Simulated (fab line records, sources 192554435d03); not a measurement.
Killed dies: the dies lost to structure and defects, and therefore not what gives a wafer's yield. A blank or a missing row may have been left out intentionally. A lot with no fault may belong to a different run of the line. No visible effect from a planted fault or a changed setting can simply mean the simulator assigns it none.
fab line records :: flow n5-finfet
record
  lots=11
  wafers=33
  last-day=18
route steps=1938 shown BEOL_M9@1456 BEOL_M10@1475 PASSIVATION@1936
lots that met no fault: from a run of the same line without faults
start-h: hours from the record's opening day to when the first of the lot's shown wafers began :: wait-h: hours elapsed since this lot's preceding step :: " unchanged from the row above :: L1.1+2: several wafers, shown together as one row :: - no value, or no start was given :: * or withheld: withheld :: < > ~ a bound
route shown NAME@n: a module of which the file shows steps, and the number in the route of the first :: usual: average and standard deviation across the fault-free wafers :: same: alike in all rows :: chamber/n: place in a boat :: sites: each site's reading :: _std_site: the standard deviation of these :: _edge_site: the outer-site mean with the inner-site mean subtracted :: radius-mm: how far each site lies from the wafer's centre :: mask NAME#n: copy n :: behind: the last tool/chamber to shape the wafer :: hold: reason for holding the lot/hours on hold/outcome of the hold :: device: transistor that didn't switch, given as n, p or np :: end of line: the route-end tests of the same wafers :: a step given without rows: its recipe and nothing more :: killed: at the first sort, the dies lost to defects and structure; wafer yield is something else :: map: dies across one wafer; x = killed, . = not, _ = none there
set.NAME: the run value of the setting; set.NAME@STEP: its run value at that earlier step :: model.NAME: the simulator's own value behind a step, which no gauge read
a sample of lots followed through the steps of the route, with each step as a table and each wafer as a row
services: a tool's chamber out of use, with start hour (start-h, from the record's first day; less than 0 if before it), hours out, and reason
## steps
# step N5_BEOL_M9_DEGAS_44
# recipe
  ambient=vacuum
  temp-c=250
  time-s=60
# usual
  heater-power-w=327/30
# same
  time-s=60
lot.wafer: L665.2
tool: pvd-sputter-01
chamber: -
start-h: 216.40
wait-h: 1.4
heater-power-w: 324

lot.wafer: L665.3
tool: pvd-sputter-01
chamber: -
start-h: 216.40
wait-h: 1.4
heater-power-w: 343

lot.wafer: L665.4
tool: pvd-sputter-01
chamber: -
start-h: 216.40
wait-h: 1.4
heater-power-w: 331

lot.wafer: L666.2
tool: pvd-sputter-01
chamber: -
start-h: 236.37
wait-h: 0.5
heater-power-w: 334

lot.wafer: L666.3
tool: pvd-sputter-01
chamber: -
start-h: 236.37
wait-h: 0.5
heater-power-w: 313

lot.wafer: L666.6
tool: pvd-sputter-01
chamber: -
start-h: 236.37
wait-h: 0.5
heater-power-w: 303

lot.wafer: L667.1
tool: pvd-sputter-02
chamber: -
start-h: 239.68
wait-h: 0.3
heater-power-w: 334

lot.wafer: L667.2
tool: pvd-sputter-02
chamber: -
start-h: 239.68
wait-h: 0.3
heater-power-w: 282

lot.wafer: L667.4
tool: pvd-sputter-02
chamber: -
start-h: 239.68
wait-h: 0.3
heater-power-w: 391

lot.wafer: L669.1
tool: pvd-sputter-03
chamber: -
start-h: 253.11
wait-h: 0.5
heater-power-w: 313

lot.wafer: L669.4
tool: pvd-sputter-03
chamber: -
start-h: 253.11
wait-h: 0.5
heater-power-w: 304

lot.wafer: L669.5
tool: pvd-sputter-03
chamber: -
start-h: 253.11
wait-h: 0.5
heater-power-w: 308

lot.wafer: L670.2
tool: pvd-sputter-03
chamber: -
start-h: 253.19
wait-h: 0.3
heater-power-w: 375

lot.wafer: L670.4
tool: pvd-sputter-03
chamber: -
start-h: 253.19
wait-h: 0.3
heater-power-w: 310

lot.wafer: L670.5
tool: pvd-sputter-03
chamber: -
start-h: 253.19
wait-h: 0.3
heater-power-w: 309

lot.wafer: L676.1
tool: pvd-sputter-03
chamber: -
start-h: 298.58
wait-h: 0.5
heater-power-w: 309

lot.wafer: L676.3
tool: pvd-sputter-03
chamber: -
start-h: 298.58
wait-h: 0.5
heater-power-w: 363

lot.wafer: L676.5
tool: pvd-sputter-03
chamber: -
start-h: 298.58
wait-h: 0.5
heater-power-w: 301

lot.wafer: L678.2
tool: pvd-sputter-01
chamber: -
start-h: 308.37
wait-h: 0.6
heater-power-w: 330

lot.wafer: L678.3
tool: pvd-sputter-01
chamber: -
start-h: 308.37
wait-h: 0.6
heater-power-w: 306

lot.wafer: L678.6
tool: pvd-sputter-01
chamber: -
start-h: 308.37
wait-h: 0.6
heater-power-w: 310

lot.wafer: L680.3
tool: pvd-sputter-02
chamber: -
start-h: 315.98
wait-h: 0.2
heater-power-w: 322

lot.wafer: L680.4
tool: pvd-sputter-02
chamber: -
start-h: 315.98
wait-h: 0.2
heater-power-w: 292

lot.wafer: L680.5
tool: pvd-sputter-02
chamber: -
start-h: 315.98
wait-h: 0.2
heater-power-w: 286

lot.wafer: L685.3
tool: pvd-sputter-03
chamber: -
start-h: 357.01
wait-h: 1.5
heater-power-w: 377

lot.wafer: L685.4
tool: pvd-sputter-03
chamber: -
start-h: 357.01
wait-h: 1.5
heater-power-w: 311

lot.wafer: L685.5
tool: pvd-sputter-03
chamber: -
start-h: 357.01
wait-h: 1.5
heater-power-w: 316

lot.wafer: L683.1
tool: pvd-sputter-02
chamber: -
start-h: 369.11
wait-h: 1.0
heater-power-w: 322

lot.wafer: L683.4
tool: pvd-sputter-02
chamber: -
start-h: 369.11
wait-h: 1.0
heater-power-w: 394

lot.wafer: L683.6
tool: pvd-sputter-02
chamber: -
start-h: 369.11
wait-h: 1.0
heater-power-w: 401

lot.wafer: L686.1
tool: pvd-sputter-03
chamber: -
start-h: 372.77
wait-h: 0.7
heater-power-w: 303

lot.wafer: L686.3
tool: pvd-sputter-03
chamber: -
start-h: 372.77
wait-h: 0.7
heater-power-w: 367

lot.wafer: L686.6
tool: pvd-sputter-03
chamber: -
start-h: 372.77
wait-h: 0.7
heater-power-w: 375
# step N5_BEOL_M9_SURFACE_TREAT_79
# recipe
  gas=Ar
  time-s=*
  ion-energy-ev=*
  ion-current-ma-cm2=0.5
  pressure-mtorr=*
  ar-flow-sccm=30
# usual
  throttle-valve-pct=*
# same
  time-s=*
lot.wafer: L665.2
tool: pvd-sputter-01
chamber: -
start-h: 216.84
wait-h: 0.2
throttle-valve-pct: *

lot.wafer: L665.3
tool: pvd-sputter-01
chamber: -
start-h: 216.84
wait-h: 0.2
throttle-valve-pct: *

lot.wafer: L665.4
tool: pvd-sputter-01
chamber: -
start-h: 216.84
wait-h: 0.2
throttle-valve-pct: *

lot.wafer: L666.2
tool: pvd-sputter-01
chamber: -
start-h: 236.97
wait-h: 0.3
throttle-valve-pct: *

lot.wafer: L666.3
tool: pvd-sputter-01
chamber: -
start-h: 236.97
wait-h: 0.3
throttle-valve-pct: *

lot.wafer: L666.6
tool: pvd-sputter-01
chamber: -
start-h: 236.97
wait-h: 0.3
throttle-valve-pct: *

lot.wafer: L667.1
tool: pvd-sputter-02
chamber: -
start-h: 240.16
wait-h: 0.2
throttle-valve-pct: *

lot.wafer: L667.2
tool: pvd-sputter-02
chamber: -
start-h: 240.16
wait-h: 0.2
throttle-valve-pct: *

lot.wafer: L667.4
tool: pvd-sputter-02
chamber: -
start-h: 240.16
wait-h: 0.2
throttle-valve-pct: *

lot.wafer: L669.1
tool: pvd-sputter-03
chamber: -
start-h: 253.51
wait-h: 0.2
throttle-valve-pct: *

lot.wafer: L669.4
tool: pvd-sputter-03
chamber: -
start-h: 253.51
wait-h: 0.2
throttle-valve-pct: *

lot.wafer: L669.5
tool: pvd-sputter-03
chamber: -
start-h: 253.51
wait-h: 0.2
throttle-valve-pct: *

lot.wafer: L670.2
tool: pvd-sputter-03
chamber: -
start-h: 253.65
wait-h: 0.2
throttle-valve-pct: *

lot.wafer: L670.4
tool: pvd-sputter-03
chamber: -
start-h: 253.65
wait-h: 0.2
throttle-valve-pct: *

lot.wafer: L670.5
tool: pvd-sputter-03
chamber: -
start-h: 253.65
wait-h: 0.2
throttle-valve-pct: *

lot.wafer: L676.1
tool: pvd-sputter-03
chamber: -
start-h: 298.98
wait-h: 0.2
throttle-valve-pct: *

lot.wafer: L676.3
tool: pvd-sputter-03
chamber: -
start-h: 298.98
wait-h: 0.2
throttle-valve-pct: *

lot.wafer: L676.5
tool: pvd-sputter-03
chamber: -
start-h: 298.98
wait-h: 0.2
throttle-valve-pct: *

lot.wafer: L678.2
tool: pvd-sputter-02
chamber: -
start-h: 308.84
wait-h: 0.2
throttle-valve-pct: *

lot.wafer: L678.3
tool: pvd-sputter-02
chamber: -
start-h: 308.84
wait-h: 0.2
throttle-valve-pct: *

lot.wafer: L678.6
tool: pvd-sputter-02
chamber: -
start-h: 308.84
wait-h: 0.2
throttle-valve-pct: *

lot.wafer: L680.3
tool: pvd-sputter-01
chamber: -
start-h: 316.61
wait-h: 0.3
throttle-valve-pct: *

lot.wafer: L680.4
tool: pvd-sputter-01
chamber: -
start-h: 316.61
wait-h: 0.3
throttle-valve-pct: *

lot.wafer: L680.5
tool: pvd-sputter-01
chamber: -
start-h: 316.61
wait-h: 0.3
throttle-valve-pct: *

lot.wafer: L685.3
tool: pvd-sputter-01
chamber: -
start-h: 357.43
wait-h: 0.2
throttle-valve-pct: *

lot.wafer: L685.4
tool: pvd-sputter-01
chamber: -
start-h: 357.43
wait-h: 0.2
throttle-valve-pct: *

lot.wafer: L685.5
tool: pvd-sputter-01
chamber: -
start-h: 357.43
wait-h: 0.2
throttle-valve-pct: *

lot.wafer: L683.1
tool: pvd-sputter-01
chamber: -
start-h: 369.51
wait-h: 0.2
throttle-valve-pct: *

lot.wafer: L683.4
tool: pvd-sputter-01
chamber: -
start-h: 369.51
wait-h: 0.2
throttle-valve-pct: *

lot.wafer: L683.6
tool: pvd-sputter-01
chamber: -
start-h: 369.51
wait-h: 0.2
throttle-valve-pct: *

lot.wafer: L686.1
tool: pvd-sputter-01
chamber: -
start-h: 373.19
wait-h: 0.2
throttle-valve-pct: *

lot.wafer: L686.3
tool: pvd-sputter-01
chamber: -
start-h: 373.19
wait-h: 0.2
throttle-valve-pct: *

lot.wafer: L686.6
tool: pvd-sputter-01
chamber: -
start-h: 373.19
wait-h: 0.2
throttle-valve-pct: *
# step N5_BEOL_M10_COAT_59
# recipe
  resist=SOC
  temp-c=250
  time-s=60
  spin-rpm=1500
  resist-thk-nm=100
# usual
  plate-temp-C=250.04/0.17
  spin-speed-rpm=1499.8/1.1
# same
  time-s=60
lot.wafer: L665.2
tool: litho-track-02
chamber: 0
start-h: 220.18
wait-h: 0.1
plate-temp-C: 250.11
spin-speed-rpm: 1498.8

lot.wafer: L665.3
tool: litho-track-02
chamber: 0
start-h: 220.18
wait-h: 0.1
plate-temp-C: 249.91
spin-speed-rpm: 1499.8

lot.wafer: L665.4
tool: litho-track-02
chamber: 0
start-h: 220.18
wait-h: 0.1
plate-temp-C: 249.98
spin-speed-rpm: 1500.4

lot.wafer: L666.2
tool: litho-track-03
chamber: 0
start-h: 239.76
wait-h: 0.1
plate-temp-C: 249.93
spin-speed-rpm: 1500.5

lot.wafer: L666.3
tool: litho-track-03
chamber: 0
start-h: 239.76
wait-h: 0.1
plate-temp-C: 249.95
spin-speed-rpm: 1499.8

lot.wafer: L666.6
tool: litho-track-03
chamber: 0
start-h: 239.76
wait-h: 0.1
plate-temp-C: 249.87
spin-speed-rpm: 1498.9

lot.wafer: L667.1
tool: litho-track-02
chamber: 0
start-h: 245.48
wait-h: 0.1
plate-temp-C: 250.00
spin-speed-rpm: 1501.1

lot.wafer: L667.2
tool: litho-track-02
chamber: 0
start-h: 245.48
wait-h: 0.1
plate-temp-C: 250.00
spin-speed-rpm: 1499.1

lot.wafer: L667.4
tool: litho-track-02
chamber: 0
start-h: 245.48
wait-h: 0.1
plate-temp-C: 249.94
spin-speed-rpm: 1501.0

lot.wafer: L670.2
tool: litho-track-02
chamber: 0
start-h: 256.89
wait-h: 0.1
plate-temp-C: 250.00
spin-speed-rpm: 1500.3

lot.wafer: L670.4
tool: litho-track-02
chamber: 0
start-h: 256.89
wait-h: 0.1
plate-temp-C: 249.84
spin-speed-rpm: 1501.0

lot.wafer: L670.5
tool: litho-track-02
chamber: 0
start-h: 256.89
wait-h: 0.1
plate-temp-C: 250.27
spin-speed-rpm: 1499.2

lot.wafer: L669.1
tool: litho-track-03
chamber: 0
start-h: 257.39
wait-h: 0.5
plate-temp-C: 249.90
spin-speed-rpm: 1499.6

lot.wafer: L669.4
tool: litho-track-03
chamber: 0
start-h: 257.39
wait-h: 0.5
plate-temp-C: 250.20
spin-speed-rpm: 1499.1

lot.wafer: L669.5
tool: litho-track-03
chamber: 0
start-h: 257.39
wait-h: 0.5
plate-temp-C: 250.09
spin-speed-rpm: 1497.2

lot.wafer: L676.1
tool: litho-track-02
chamber: 0
start-h: 301.91
wait-h: 0.1
plate-temp-C: 250.26
spin-speed-rpm: 1499.6

lot.wafer: L676.3
tool: litho-track-02
chamber: 0
start-h: 301.91
wait-h: 0.1
plate-temp-C: 250.08
spin-speed-rpm: 1499.2

lot.wafer: L676.5
tool: litho-track-02
chamber: 0
start-h: 301.91
wait-h: 0.1
plate-temp-C: 250.13
spin-speed-rpm: 1501.0

lot.wafer: L678.2
tool: litho-track-03
chamber: 0
start-h: 311.51
wait-h: 0.1
plate-temp-C: 250.10
spin-speed-rpm: 1499.3

lot.wafer: L678.3
tool: litho-track-03
chamber: 0
start-h: 311.51
wait-h: 0.1
plate-temp-C: 250.13
spin-speed-rpm: 1498.5

lot.wafer: L678.6
tool: litho-track-03
chamber: 0
start-h: 311.51
wait-h: 0.1
plate-temp-C: 250.21
spin-speed-rpm: 1500.2

lot.wafer: L680.3
tool: litho-track-02
chamber: 0
start-h: 321.24
wait-h: 0.1
plate-temp-C: 250.13
spin-speed-rpm: 1499.3

lot.wafer: L680.4
tool: litho-track-02
chamber: 0
start-h: 321.24
wait-h: 0.1
plate-temp-C: 249.89
spin-speed-rpm: 1500.8

lot.wafer: L680.5
tool: litho-track-02
chamber: 0
start-h: 321.24
wait-h: 0.1
plate-temp-C: 250.11
spin-speed-rpm: 1499.9

lot.wafer: L685.3
tool: litho-track-03
chamber: 0
start-h: 362.53
wait-h: 0.1
plate-temp-C: 250.10
spin-speed-rpm: 1560.6

lot.wafer: L685.4
tool: litho-track-03
chamber: 0
start-h: 362.53
wait-h: 0.1
plate-temp-C: 250.19
spin-speed-rpm: 1559.2

lot.wafer: L685.5
tool: litho-track-03
chamber: 0
start-h: 362.53
wait-h: 0.1
plate-temp-C: 249.74
spin-speed-rpm: 1559.1

lot.wafer: L683.1
tool: litho-track-03
chamber: 0
start-h: 372.70
wait-h: 0.1
plate-temp-C: 249.77
spin-speed-rpm: 1559.8

lot.wafer: L683.4
tool: litho-track-03
chamber: 0
start-h: 372.70
wait-h: 0.1
plate-temp-C: 249.93
spin-speed-rpm: 1558.7

lot.wafer: L683.6
tool: litho-track-03
chamber: 0
start-h: 372.70
wait-h: 0.1
plate-temp-C: 249.97
spin-speed-rpm: 1559.7

lot.wafer: L686.1
tool: litho-track-02
chamber: 0
start-h: 376.42
wait-h: 0.1
plate-temp-C: 250.41
spin-speed-rpm: 1500.7

lot.wafer: L686.3
tool: litho-track-02
chamber: 0
start-h: 376.42
wait-h: 0.1
plate-temp-C: 250.14
spin-speed-rpm: 1500.5

lot.wafer: L686.6
tool: litho-track-02
chamber: 0
start-h: 376.42
wait-h: 0.1
plate-temp-C: 250.16
spin-speed-rpm: 1498.8
# step N5_BEOL_M10_DESCUM_16
# recipe
  chemistry=O2
  time-s=7.9
  source-power-w=50
  bias-power-w=20
  pressure-mtorr=20
  rf-frequency-hz=2.712e+07
  temp-c=40
  resist=CAR-ArF
  o2-flow-sccm=225
# usual
  drypump-motor-current-A=5.8/0.43
  oes-product-au=0.77/0.086
  rf-vpp-V=244.0/1
  showerhead-plenum-p-Torr=2.14/0.05
  throttle-valve-pct=20.40/0.24
# same
  time-s=7.9
lot.wafer: L665.2
tool: rie-diel-04
chamber: 0
start-h: 220.52
wait-h: 0.0
drypump-motor-current-A: 6.7
oes-product-au: 0.84
rf-hours-counter-h: 70
rf-vpp-V: 245.7
showerhead-plenum-p-Torr: 2.21
throttle-valve-pct: 20.16

lot.wafer: L665.3
tool: rie-diel-04
chamber: 1
start-h: 220.52
wait-h: 0.0
drypump-motor-current-A: 5.7
oes-product-au: 0.77
rf-hours-counter-h: 135
rf-vpp-V: 244.0
showerhead-plenum-p-Torr: 2.09
throttle-valve-pct: 20.24

lot.wafer: L665.4
tool: rie-diel-04
chamber: 2
start-h: 220.52
wait-h: 0.0
drypump-motor-current-A: 5.0
oes-product-au: 0.89
rf-hours-counter-h: 33
rf-vpp-V: 245.1
showerhead-plenum-p-Torr: 2.13
throttle-valve-pct: 20.43

lot.wafer: L666.2
tool: rie-diel-05
chamber: 1
start-h: 240.09
wait-h: 0.0
drypump-motor-current-A: 6.1
oes-product-au: 0.69
rf-hours-counter-h: 221
rf-vpp-V: 243.1
showerhead-plenum-p-Torr: 2.17
throttle-valve-pct: 20.61

lot.wafer: L666.3
tool: rie-diel-05
chamber: 2
start-h: 240.09
wait-h: 0.0
drypump-motor-current-A: 5.9
oes-product-au: 0.72
rf-hours-counter-h: 232
rf-vpp-V: 243.4
showerhead-plenum-p-Torr: 2.17
throttle-valve-pct: 20.33

lot.wafer: L666.6
tool: rie-diel-05
chamber: 3
start-h: 240.09
wait-h: 0.0
drypump-motor-current-A: 6.1
oes-product-au: 0.69
rf-hours-counter-h: -
rf-vpp-V: 244.4
showerhead-plenum-p-Torr: 2.17
throttle-valve-pct: 20.62

lot.wafer: L667.1
tool: rie-diel-05
chamber: 2
start-h: 245.86
wait-h: 0.1
drypump-motor-current-A: 5.9
oes-product-au: 0.70
rf-hours-counter-h: 235
rf-vpp-V: 243.9
showerhead-plenum-p-Torr: 2.17
throttle-valve-pct: 20.34

lot.wafer: L667.2
tool: rie-diel-05
chamber: 0
start-h: 245.86
wait-h: 0.1
drypump-motor-current-A: 5.5
oes-product-au: 0.74
rf-hours-counter-h: 188
rf-vpp-V: 243.6
showerhead-plenum-p-Torr: 2.18
throttle-valve-pct: 20.50

lot.wafer: L667.4
tool: rie-diel-05
chamber: 1
start-h: 245.86
wait-h: 0.1
drypump-motor-current-A: 6.0
oes-product-au: 0.67
rf-hours-counter-h: 224
rf-vpp-V: 243.6
showerhead-plenum-p-Torr: 2.16
throttle-valve-pct: 20.62

lot.wafer: L670.2
tool: rie-diel-05
chamber: 3
start-h: 257.64
wait-h: 0.0
drypump-motor-current-A: 6.1
oes-product-au: 0.68
rf-hours-counter-h: 227
rf-vpp-V: 245.7
showerhead-plenum-p-Torr: 2.17
throttle-valve-pct: 20.62

lot.wafer: L670.4
tool: rie-diel-05
chamber: 2
start-h: 257.64
wait-h: 0.0
drypump-motor-current-A: 5.9
oes-product-au: 0.72
rf-hours-counter-h: 240
rf-vpp-V: 244.2
showerhead-plenum-p-Torr: 2.17
throttle-valve-pct: 20.34

lot.wafer: L670.5
tool: rie-diel-05
chamber: 1
start-h: 257.64
wait-h: 0.0
drypump-motor-current-A: 6.0
oes-product-au: 0.68
rf-hours-counter-h: -
rf-vpp-V: 243.2
showerhead-plenum-p-Torr: 2.16
throttle-valve-pct: 20.63

lot.wafer: L669.1
tool: rie-diel-05
chamber: 0
start-h: 257.90
wait-h: 0.2
drypump-motor-current-A: 5.5
oes-product-au: 0.73
rf-hours-counter-h: 194
rf-vpp-V: 244.4
showerhead-plenum-p-Torr: 2.18
throttle-valve-pct: 20.52

lot.wafer: L669.4
tool: rie-diel-05
chamber: 2
start-h: 257.90
wait-h: 0.2
drypump-motor-current-A: 5.9
oes-product-au: 0.71
rf-hours-counter-h: 240
rf-vpp-V: 244.1
showerhead-plenum-p-Torr: 2.17
throttle-valve-pct: 20.36

lot.wafer: L669.5
tool: rie-diel-05
chamber: 1
start-h: 257.90
wait-h: 0.2
drypump-motor-current-A: 6.1
oes-product-au: 0.67
rf-hours-counter-h: -
rf-vpp-V: 243.5
showerhead-plenum-p-Torr: 2.16
throttle-valve-pct: 20.62

lot.wafer: L676.1
tool: rie-diel-05
chamber: 3
start-h: 302.50
wait-h: 0.0
drypump-motor-current-A: 6.1
oes-product-au: 0.68
rf-hours-counter-h: 240
rf-vpp-V: 243.9
showerhead-plenum-p-Torr: 2.17
throttle-valve-pct: 20.64

lot.wafer: L676.3
tool: rie-diel-05
chamber: 0
start-h: 302.50
wait-h: 0.0
drypump-motor-current-A: 5.6
oes-product-au: 0.72
rf-hours-counter-h: 208
rf-vpp-V: 245.1
showerhead-plenum-p-Torr: 2.17
throttle-valve-pct: 20.51

lot.wafer: L676.5
tool: rie-diel-05
chamber: 1
start-h: 302.50
wait-h: 0.0
drypump-motor-current-A: 6.1
oes-product-au: 0.66
rf-hours-counter-h: -
rf-vpp-V: 245.0
showerhead-plenum-p-Torr: 2.16
throttle-valve-pct: 20.64

lot.wafer: L678.2
tool: rie-diel-01
chamber: 2
start-h: 311.97
wait-h: 0.0
drypump-motor-current-A: 5.9
oes-product-au: 0.89
rf-hours-counter-h: 37
rf-vpp-V: 244.5
showerhead-plenum-p-Torr: 2.12
throttle-valve-pct: 19.87

lot.wafer: L678.3
tool: rie-diel-01
chamber: 0
start-h: 311.97
wait-h: 0.0
drypump-motor-current-A: 5.5
oes-product-au: 0.89
rf-hours-counter-h: 25
rf-vpp-V: 244.4
showerhead-plenum-p-Torr: 2.12
throttle-valve-pct: 20.05

lot.wafer: L678.6
tool: rie-diel-01
chamber: 2
start-h: 311.97
wait-h: 0.0
drypump-motor-current-A: 5.8
oes-product-au: 0.89
rf-hours-counter-h: -
rf-vpp-V: 244.3
showerhead-plenum-p-Torr: 2.12
throttle-valve-pct: 19.87

lot.wafer: L680.3
tool: rie-diel-05
chamber: 0
start-h: 321.66
wait-h: 0.1
drypump-motor-current-A: 5.6
oes-product-au: 0.72
rf-hours-counter-h: -
rf-vpp-V: 243.7
showerhead-plenum-p-Torr: 2.17
throttle-valve-pct: 20.56

lot.wafer: L680.4
tool: rie-diel-05
chamber: 3
start-h: 321.66
wait-h: 0.1
drypump-motor-current-A: 6.1
oes-product-au: 0.67
rf-hours-counter-h: -
rf-vpp-V: 243.6
showerhead-plenum-p-Torr: 2.16
throttle-valve-pct: 20.64

lot.wafer: L680.5
tool: rie-diel-05
chamber: 3
start-h: 321.66
wait-h: 0.1
drypump-motor-current-A: 6.1
oes-product-au: 0.67
rf-hours-counter-h: -
rf-vpp-V: 244.4
showerhead-plenum-p-Torr: 2.16
throttle-valve-pct: 20.66

lot.wafer: L685.3
tool: rie-diel-05
chamber: 1
start-h: 362.99
wait-h: 0.0
drypump-motor-current-A: 6.1
oes-product-au: 0.94
rf-hours-counter-h: 11
rf-vpp-V: 243.8
showerhead-plenum-p-Torr: 2.15
throttle-valve-pct: 20.41

lot.wafer: L685.4
tool: rie-diel-05
chamber: 2
start-h: 362.99
wait-h: 0.0
drypump-motor-current-A: 5.9
oes-product-au: 0.90
rf-hours-counter-h: -
rf-vpp-V: 243.8
showerhead-plenum-p-Torr: 2.16
throttle-valve-pct: 19.88

lot.wafer: L685.5
tool: rie-diel-05
chamber: 0
start-h: 362.99
wait-h: 0.0
drypump-motor-current-A: 5.5
oes-product-au: 0.70
rf-hours-counter-h: -
rf-vpp-V: 244.9
showerhead-plenum-p-Torr: 2.16
throttle-valve-pct: 20.57

lot.wafer: L683.1
tool: rie-diel-05
chamber: 2
start-h: 373.09
wait-h: 0.1
drypump-motor-current-A: 5.9
oes-product-au: 0.90
rf-hours-counter-h: 20
rf-vpp-V: 242.9
showerhead-plenum-p-Torr: 2.16
throttle-valve-pct: 19.89

lot.wafer: L683.4
tool: rie-diel-05
chamber: 1
start-h: 373.09
wait-h: 0.1
drypump-motor-current-A: 6.0
oes-product-au: 0.91
rf-hours-counter-h: 16
rf-vpp-V: 243.4
showerhead-plenum-p-Torr: 2.15
throttle-valve-pct: 20.41

lot.wafer: L683.6
tool: rie-diel-05
chamber: 0
start-h: 373.09
wait-h: 0.1
drypump-motor-current-A: 5.6
oes-product-au: 0.71
rf-hours-counter-h: -
rf-vpp-V: 244.4
showerhead-plenum-p-Torr: 2.16
throttle-valve-pct: 20.57

lot.wafer: L686.1
tool: rie-diel-04
chamber: 2
start-h: 377.41
wait-h: 0.6
drypump-motor-current-A: 5.0
oes-product-au: 0.83
rf-hours-counter-h: 87
rf-vpp-V: 242.2
showerhead-plenum-p-Torr: 2.11
throttle-valve-pct: 20.50

lot.wafer: L686.3
tool: rie-diel-04
chamber: 1
start-h: 377.41
wait-h: 0.6
drypump-motor-current-A: 5.7
oes-product-au: 0.72
rf-hours-counter-h: 190
rf-vpp-V: 242.1
showerhead-plenum-p-Torr: 2.08
throttle-valve-pct: 20.31

lot.wafer: L686.6
tool: rie-diel-04
chamber: 3
start-h: 377.41
wait-h: 0.6
drypump-motor-current-A: 4.9
oes-product-au: 0.76
rf-hours-counter-h: -
rf-vpp-V: 244.0
showerhead-plenum-p-Torr: 1.98
throttle-valve-pct: 20.49
# step N5_PASSIVATION_PROBE_49
# usual
  defect-limited-yield=91.3/1.4
  killed_at_M0_to_M3=34/9.2
  killed_at_M4_up=13/5.3
  killed-at-contacts=12/6
  killed-at-front-end=39/12
  killed-at-other=4/3.3
  killed-dies=102/17
  killed-open=67/12
  killed-short=34/7.4
  sort_bin_5_function=5.1/1
  sort_bin_6_memory=3.2/0.6
  sort-n-pass=1078/17
  sort-yield-pct=91.3/1.4
# same
  gross-dies=1180
  killed-at-back-side=0
  sort_bin_4_leakage[%]=0
  sort_bin_8_speed[%]=0
lot.wafer: L683.1
tool: prober-01
chamber: -
start-h: 430.09
wait-h: 0.0
defect-limited-yield[%]: 92.3
killed_at_M0_to_M3: 23
killed_at_M4_up: 7
killed-at-contacts: 12
killed-at-front-end: 49
killed-at-other: 0
killed-dies: 91
killed-open: 56
killed-short: 31
sort_bin_5_function[%]: 4.2
sort_bin_6_memory[%]: 3.2
sort-n-pass: 1089
sort-yield-pct[%]: 92.3

lot.wafer: L683.4
tool: prober-01
chamber: -
start-h: 430.24
wait-h: 0.2
defect-limited-yield[%]: 90.3
killed_at_M0_to_M3: 34
killed_at_M4_up: 20
killed-at-contacts: 4
killed-at-front-end: 56
killed-at-other: 1
killed-dies: 115
killed-open: 73
killed-short: 41
sort_bin_5_function[%]: 6.2
sort_bin_6_memory[%]: 3.1
sort-n-pass: 1065
sort-yield-pct[%]: 90.3
# killed by level:class
L683.1 FIN_SAQP:geometric-particle:open=13 MOL_CONTACT_COAG:geometric-particle:open=10 FIN_SAQP:geometric-particle:short=8 STARTING-WAFER:geometric-particle:open=6 BEOL_M0_SAQP:geometric-particle:short=6 GATE_CUT:geometric-particle:short=5 ILD0:geometric-particle:open=4 BEOL_M0:geometric-particle:open=4
L683.4 FIN_SAQP:geometric-particle:open=12 FIN_SAQP:geometric-particle:short=12 BEOL_M0_SAQP:geometric-particle:short=11 BEOL_M4:geometric-particle:open=10 STI_FIN_REVEAL:geometric-particle:open=8 GATE_CUT:geometric-particle:short=8 BEOL_M1:geometric-particle:open=7 GATE_CUT:geometric-particle:open=6
## services
tool: rie-diel-05
chamber: 2
start-h: 195.63
hours: 4.7
kind: repair

tool: rie-diel-01
chamber: 2
start-h: 202.29
hours: -
kind: clean

tool: rie-diel-01
chamber: 2
start-h: 202.29
hours: -
kind: consumable-replace:focus-ring

tool: rie-diel-01
chamber: 2
start-h: 202.29
hours: 15.4
kind: scheduled-down

tool: rie-diel-01
chamber: 2
start-h: 202.29
hours: 15.4
kind: vent-cycle

tool: rie-diel-04
chamber: 1
start-h: 265.53
hours: 7.1
kind: repair

tool: rie-diel-05
chamber: -
start-h: 290.29
hours: 1.3
kind: repair

tool: rie-diel-05
chamber: 2
start-h: 291.99
hours: -
kind: clean

tool: rie-diel-05
chamber: 2
start-h: 291.99
hours: -
kind: consumable-replace:focus-ring

tool: rie-diel-05
chamber: 2
start-h: 291.99
hours: 23.1
kind: scheduled-down

tool: rie-diel-05
chamber: 2
start-h: 291.99
hours: 23.1
kind: vent-cycle

tool: rie-diel-04
chamber: 0
start-h: 298.79
hours: 14.6
kind: repair

tool: rie-diel-05
chamber: 1
start-h: 315.32
hours: -
kind: clean

tool: rie-diel-05
chamber: 1
start-h: 315.32
hours: -
kind: consumable-replace:focus-ring

tool: rie-diel-05
chamber: 1
start-h: 315.32
hours: 16.3
kind: scheduled-down

tool: rie-diel-05
chamber: 1
start-h: 315.32
hours: 16.3
kind: vent-cycle

tool: rie-diel-05
chamber: 3
start-h: 332.94
hours: -
kind: clean

tool: rie-diel-05
chamber: 3
start-h: 332.94
hours: -
kind: consumable-replace:esc

tool: rie-diel-05
chamber: 3
start-h: 332.94
hours: -
kind: consumable-replace:focus-ring

tool: rie-diel-05
chamber: 3
start-h: 332.94
hours: 39.3
kind: scheduled-down

tool: rie-diel-05
chamber: 3
start-h: 332.94
hours: 39.3
kind: vent-cycle

tool: rie-diel-01
chamber: -
start-h: 356.84
hours: 0.7
kind: repair

tool: rie-diel-05
chamber: 1
start-h: 358.51
hours: 3.4
kind: repair

tool: rie-diel-04
chamber: 2
start-h: 360.37
hours: 9.1
kind: repair
## key
first-sign
  step=N5_BEOL_M10_COAT_59
  reading=spin-speed-rpm
  direction=up
  sigmas=55
  usual=*
  struck=*
effect none on later readings
met-at N5_BEOL_M10_COAT_59
struck-lots L683,L685
not-acting-at N5_BEOL_M9_DEGAS_44,N5_BEOL_M9_SURFACE_TREAT_79,N5_BEOL_M10_DESCUM_16
onset-between 311.51 362.53
fault
  kind=process-parameter-drift
  tool=litho-track-03
  chamber=-
  onset-h=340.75
  steps=N5_BEOL_M10_COAT_59
  channel=spin-rpm
  offset=*
  shape=step
  end-h=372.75
  acts-in=*
  stated=*
